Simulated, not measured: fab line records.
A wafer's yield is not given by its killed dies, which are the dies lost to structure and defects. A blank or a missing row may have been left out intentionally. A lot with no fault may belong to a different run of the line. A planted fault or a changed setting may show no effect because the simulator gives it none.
Problem report, 8D (eight disciplines) form, completed by code || flow n5_finfet || the parts of the form that need people (team, actions taken, sign-off) are left out

1. WHAT IS WRONG
Mean of cd_nm at N5_SD_EPI_P_CD_MEAS_09: 222.1 nm across 6 wafers in 2 lots; on wafers with no fault it is 240.5 nm (standard deviation 0.83). Relative to the usual mean, that is a shift of -22 standard deviations.
The step: target cd 240 nm.
First seen on wafer L602.3, day 7 11:41, on cd_sem-03. The record holds 27 wafers of 9 lots with a number at this step. The rule behind "out" and "out of limits": a value lying over 4 standard deviations away from the usual mean. The rest of the wafers with a number are treated as sound.

2. WHAT THIS IS AND IS NOT
{"question": "which readings at this step", "is": "cd_nm", "is not": "-"}
{"question": "which lots", "is": "L602, L603", "is not": "L586, L587, L590, L594, L597, L606, L608"}
{"question": "which wafers of those lots", "is": "all that have a number", "is not": "-"}
{"question": "read on which gauges", "is": "cd_sem-01, cd_sem-03", "is not": "-"}
{"question": "when", "is": "from day 7 11:41", "is not": "up to then (15 sound wafers); but 6 sound wafers of L606, L608 came after"}

3. WHAT RULES OUT EACH SUSPECT
Counting: a tool at any process step up to the reading remains a suspect when it ran all the lots that are out and ran no sound lot after the first of those.
- ruled out: the gauge at N5_SD_EPI_P_CD_MEAS_09. 2 gauges (cd_sem-01, cd_sem-03) read the wafers that are out.
- rie_diel-02 at N5_SD_EPI_N_ETCH_34 (etches SiARC in CF4, target depth 45.5 nm, time 75.8 s): ruled out as a lasting fault. After its first lot that is out, L602 (day 7 07:28), sound lots L606 ran on it.
- litho_track-02 at N5_SD_EPI_P_PEB_07 (peb time 60 s): kept. Every lot that is out went through it, starting with L602 (day 7 11:38), and after that it ran no sound lot; the last sound lot it ran before then is L597 (day 6 06:53). Its own readings are out on those wafers: heater_power_total_W.
The count leaves litho_track-02 at N5_SD_EPI_P_PEB_07.

4. THE CAUSE (what the simulator had put in)
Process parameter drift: litho_track-02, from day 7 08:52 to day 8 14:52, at N5_SD_EPI_P_PEB_07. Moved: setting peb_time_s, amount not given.
The count eliminated every tool but this one.

5. THE EFFECT CHAIN, in route order
Each row: a reading where the mean over the struck wafers with a number is more than 3 standard deviations away from the usual. Only readings whose record carries a usual standard deviation are examined. hours: median over the lots of the time between each lot's start at the first step of this table that gives one and its start at this step. sigmas: the change, counted in usual standard deviations.
{"hours": 0, "step": "N5_SD_EPI_P_PEB_07", "reading": "heater_power_total_W", "usual": "175.2 W", "on struck wafers": 235.7, "change": "+60.5", "sigmas": "+36"}
{"hours": 0, "step": "N5_SD_EPI_P_CD_MEAS_09", "reading": "cd_nm", "usual": "240.5 nm", "on struck wafers": 222.1, "change": -18.4, "sigmas": -22}
Here are the process steps it includes:
- N5_SD_EPI_P_PEB_07: peb time 60 s.
At these later measuring or inspecting steps, every struck wafer for which the step has a row has a number for every such reading, and none has moved that far: N5_SD_EPI_P_OVL_MEAS_10, N5_BEOL_M4_RC_MEAS_101.

6. WHAT WOULD HAVE CAUGHT IT SOONER
The first out-of-limits reading at a measuring or inspecting step in this record came at day 7 11:41, 3 hours after the fault's start at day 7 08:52.
The tool's own readings at N5_SD_EPI_P_PEB_07 were out on every struck wafer that the step has a row for (heater_power_total_W): an alarm limit on them would have fired on the first of those.
Among the 2 lots that are out, L603 began N5_SD_EPI_P_PEB_07 on litho_track-02 after day 7 11:41. Holding the tool at that time would have saved it.
